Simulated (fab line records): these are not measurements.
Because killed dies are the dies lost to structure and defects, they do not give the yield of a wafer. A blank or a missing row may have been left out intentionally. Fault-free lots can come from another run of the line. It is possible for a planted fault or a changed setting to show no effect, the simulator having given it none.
fab line records | flow n5_finfet
record lots=7 | wafers=39
route steps=1938 shown SD_EPI_P@308 HKMG_FIN@406 GATE_CUT@466
start_h: start of the lot's first displayed wafer, in hours after the record's first day | wait_h: time in hours since the lot's previous step | " as in the row above | L1.1+2: one row covering several wafers at once | - no value, or no start given | * or withheld: withheld | < > ~ a bound
route shown NAME@n: NAME is a module with steps in the file, n the number in the route of the first one | usual: mean and standard deviation over wafers with no fault | same: alike in all rows | chamber/n: place in a boat | sites: readings site by site | _std_site: how widely they spread, as a standard deviation | _edge_site: inner sites' mean taken away from outer sites' mean | radius_mm: for every site, how far away it sits from the centre of the wafer | mask NAME#n: copy n | behind: tool/chamber where the wafer was last shaped | hold: why the lot went on hold/how many hours it stayed there/how the hold came to an end | device: transistor that didn't switch, given as n, p or np | end of line: tests run on the same wafers once the route is complete | a step without rows: its recipe alone | killed: not the wafer's yield, but the dies lost to structure and defects at the first sort | map: dies across one wafer; x = killed, . = not, _ = none there
set.NAME: the setting the step ran with; set.NAME@STEP: the setting that earlier step ran with | model.NAME: the simulator's own value behind a step, which no gauge read
lots where settings were altered on purpose, with a table for each step and a row for each wafer
## steps
# step N5_SD_EPI_P_ETCH_37
# recipe chemistry=N2/H2 | target=SOC | overetch_a=1080 | mask_material=SiARC | temp_c=40 | ion_energy_ev=100 | source_w=3000 | bias_w=133 | pressure_mtorr=20 | time_s=486 | n2_flow_sccm=200 | h2_flow_sccm=200 | ends=end_point
# usual rf_vpp_V=240.9/1.3
lot.wafer | tool        | chamber | start_h | wait_h | set.source_w | rf_vpp_V
L075.2    | rie_diel-02 | 1       | 66.98   | 0.0    | 3000         | 240.4
L075.4    | "           | 0       | "       | "      | 3000         | 241.2
L075.6    | "           | 2       | "       | "      | 3000         | 239.9
L076.1    | rie_diel-04 | 3       | 73.44   | 0.0    | 3000         | 241.4
L076.2    | "           | 0       | "       | "      | 3000         | 239.2
L076.3    | "           | 2       | "       | "      | 3000         | 241.8
L076.4    | "           | 1       | "       | "      | 3000         | 237.5
L076.5    | "           | 2       | "       | "      | 3000         | 242.3
L076.6    | "           | 3       | "       | "      | 3000         | 241.8
L084.1    | rie_diel-02 | 3       | 124.98  | 0.0    | 3000         | 243.5
L084.2    | "           | 2       | "       | "      | 3000         | 238.9
L084.3    | "           | 0       | "       | "      | 3000         | 241.2
L084.4    | "           | 1       | "       | "      | 3000         | 241.9
L084.5    | "           | 3       | "       | "      | 3000         | 242.0
L084.6    | "           | 0       | "       | "      | 3000         | 241.0
L090.1    | rie_diel-04 | 1       | 151.24  | 0.0    | 3000         | 239.6
L090.2    | "           | 3       | "       | "      | 2692         | 251.0
L090.3    | "           | 0       | "       | "      | 2692         | 253.5
L090.4    | "           | 2       | "       | "      | 2692         | 250.6
L090.5    | "           | 3       | "       | "      | 3000         | 242.0
L090.6    | "           | 2       | "       | "      | 3000         | 240.5
L092.1    | rie_diel-02 | 0       | 160.29  | 0.0    | 3000         | 241.1
L092.2    | "           | 2       | "       | "      | 3000         | 240.7
L092.3    | "           | 3       | "       | "      | 3000         | 243.6
L092.4    | "           | 1       | "       | "      | 3000         | 241.4
L092.5    | "           | 0       | "       | "      | 3000         | 240.7
L092.6    | "           | 3       | "       | "      | 3000         | 241.9
L091.1    | rie_diel-05 | 2       | 162.60  | 0.0    | 3409         | 230.0
L091.2    | "           | 0       | "       | "      | 3409         | 230.5
L091.3    | "           | 1       | "       | "      | 3000         | 241.6
L091.4    | "           | 3       | "       | "      | 3000         | 239.0
L091.5    | "           | 0       | "       | "      | 3409         | 230.7
L091.6    | "           | 3       | "       | "      | 3000         | 240.2
L093.1    | rie_diel-05 | 1       | 171.19  | 0.0    | 3000         | 240.5
L093.2    | "           | 2       | "       | "      | 3000         | 240.1
L093.3    | "           | 0       | "       | "      | 3354         | 232.4
L093.4    | "           | 3       | "       | "      | 3354         | 231.8
L093.5    | "           | 2       | "       | "      | 3354         | 231.2
L093.6    | "           | 1       | "       | "      | 3000         | 240.6
# step N5_HKMG_FIN_ETCH_58
# recipe chemistry=N2/H2 | target=SOC | target_depth_a=2158 | ion_energy_ev=50 | bias_w=13 | time_s=741 | pressure_mtorr=30 | source_w=875 | n2_flow_sccm=200 | h2_flow_sccm=200
# usual rf_vpp_V=99.3/0.85
lot.wafer | tool        | chamber | start_h | wait_h | set.source_w | rf_vpp_V
L075.2    | rie_diel-06 | 0       | 85.36   | 0.0    | 875          | 99.7
L075.4    | "           | 1       | "       | "      | 875          | 100.7
L075.6    | "           | 2       | "       | "      | 875          | 99.6
L076.1    | rie_diel-03 | 1       | 91.88   | 0.0    | 875          | 99.1
L076.2    | "           | 2       | "       | "      | 875          | 99.5
L076.3    | "           | 3       | "       | "      | 875          | 98.7
L076.4    | "           | 0       | "       | "      | 875          | 100.7
L076.5    | "           | 2       | "       | "      | 875          | 98.5
L076.6    | "           | 1       | "       | "      | 875          | 98.6
L084.1    | rie_diel-03 | 0       | 144.24  | 0.0    | 978.9        | 96.9
L084.2    | "           | 2       | "       | "      | 875          | 99.1
L084.3    | "           | 1       | "       | "      | 875          | 99.0
L084.4    | "           | 3       | "       | "      | 978.9        | 95.7
L084.5    | "           | 1       | "       | "      | 875          | 99.8
L084.6    | "           | 2       | "       | "      | 978.9        | 94.8
L090.1    | rie_diel-03 | 0       | 170.55  | 0.0    | 875          | 99.7
L090.2    | "           | 2       | "       | "      | 827          | 100.5
L090.3    | "           | 3       | "       | "      | 875          | 98.8
L090.4    | "           | 1       | "       | "      | 875          | 98.8
L090.5    | "           | 1       | "       | "      | 827          | 100.0
L090.6    | "           | 2       | "       | "      | 827          | 99.8
L092.1    | rie_diel-06 | 2       | 178.41  | 0.0    | 971.9        | 95.0
L092.2    | "           | 3       | "       | "      | 875          | 99.5
L092.3    | "           | 0       | "       | "      | 971.9        | 95.8
L092.4    | "           | 1       | "       | "      | 875          | 97.8
L092.5    | "           | 0       | "       | "      | 875          | 99.7
L092.6    | "           | 1       | "       | "      | 971.9        | 95.9
L091.1    | rie_diel-06 | 1       | 182.06  | 0.0    | 875          | 100.7
L091.2    | "           | 3       | "       | "      | 875          | 101.5
L091.3    | "           | 2       | "       | "      | 875          | 98.5
L091.4    | "           | 0       | "       | "      | 875          | 100.1
L091.5    | "           | 2       | "       | "      | 875          | 98.0
L091.6    | "           | 1       | "       | "      | 875          | 99.8
L093.1    | rie_diel-01 | 3       | 190.60  | 0.0    | 1022         | 93.6
L093.2    | "           | 0       | "       | "      | 875          | 100.7
L093.3    | "           | 2       | "       | "      | 875          | 98.9
L093.4    | "           | 1       | "       | "      | 1022         | 94.7
L093.5    | "           | 0       | "       | "      | 1022         | 94.4
L093.6    | "           | 3       | "       | "      | 875          | 98.4
# step N5_GATE_CUT_ETCH_56
# recipe chemistry=Cl2/Ar | target=TiN | target_depth_a=216 | pressure_mtorr=10 | icp_w=600 | bias_w=60 | Cl2_flow_sccm=40 | Ar_flow_sccm=60
lot.wafer | tool         | chamber | start_h | wait_h | set.icp_w | model.etch.depth_nm
L075.2    | rie_metal-01 | 0       | 93.23   | 0.1    | 600       | 21.82
L075.4    | "            | 1       | "       | "      | 600       | 22.12
L075.6    | "            | 1       | "       | "      | 600       | 22.1
L076.1    | rie_metal-03 | 0       | 99.76   | 0.1    | 600       | 22.16
L076.2    | "            | 1       | "       | "      | 600       | 21.08
L076.3    | "            | 1       | "       | "      | 600       | 21.05
L076.4    | "            | 0       | "       | "      | 600       | 22.07
L076.5    | "            | 0       | "       | "      | 600       | 22.15
L076.6    | "            | 1       | "       | "      | 600       | 20.85
L084.1    | rie_metal-03 | 1       | 152.07  | 0.1    | 600       | 21.02
L084.2    | "            | 0       | "       | "      | 679.1     | 25
L084.3    | "            | 1       | "       | "      | 600       | 21.01
L084.4    | "            | 0       | "       | "      | 600       | 22.37
L084.5    | "            | 0       | "       | "      | 679.1     | 24.83
L084.6    | "            | 1       | "       | "      | 679.1     | 23.34
L090.1    | rie_metal-01 | 0       | 178.78  | 0.2    | 600       | 21.94
L090.2    | "            | 0       | "       | "      | 545.9     | 20.16
L090.3    | "            | 0       | "       | "      | 600       | 21.82
L090.4    | "            | 0       | "       | "      | 545.9     | 20.21
L090.5    | "            | 0       | "       | "      | 545.9     | 20.13
L090.6    | "            | 0       | "       | "      | 600       | 21.75
L092.1    | rie_metal-02 | 0       | 186.04  | 0.1    | 600       | 22.19
L092.2    | "            | 1       | "       | "      | 600       | 21.44
L092.3    | "            | 1       | "       | "      | 711.2     | 24.75
L092.4    | "            | 0       | "       | "      | 600       | 22.11
L092.5    | "            | 0       | "       | "      | 711.2     | 25.87
L092.6    | "            | 1       | "       | "      | 711.2     | 24.93
L091.1    | rie_metal-03 | 1       | 189.83  | 0.1    | 644.1     | 22.1
L091.2    | "            | 0       | "       | "      | 600       | 21.67
L091.3    | "            | 0       | "       | "      | 600       | 21.92
L091.4    | "            | 1       | "       | "      | 644.1     | 22.3
L091.5    | "            | 0       | "       | "      | 644.1     | 23.36
L091.6    | "            | 1       | "       | "      | 600       | 20.95
L093.1    | rie_metal-02 | 0       | 198.17  | 0.1    | 600       | 22.16
L093.2    | "            | 1       | "       | "      | 600       | 21.41
L093.3    | "            | 1       | "       | "      | 600       | 21.33
L093.4    | "            | 0       | "       | "      | 600       | 22.21
L093.5    | "            | 0       | "       | "      | 600       | 22.13
L093.6    | "            | 1       | "       | "      | 600       | 21.53
## key
split step=N5_SD_EPI_P_ETCH_37 | setting=source_w | stated=3000 | by=wafer
response step=N5_SD_EPI_P_ETCH_37 | reading=rf_vpp_V | change=-0.81 | per=1% | r=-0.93
split step=N5_HKMG_FIN_ETCH_58 | setting=source_w | stated=875 | by=wafer
response step=N5_HKMG_FIN_ETCH_58 | reading=rf_vpp_V | change=-0.297 | per=1% | r=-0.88
split step=N5_GATE_CUT_ETCH_56 | setting=icp_w | stated=600 | by=wafer
response step=N5_GATE_CUT_ETCH_56 | reading=model.etch.depth_nm | change=+0.187 | per=1% | r=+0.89
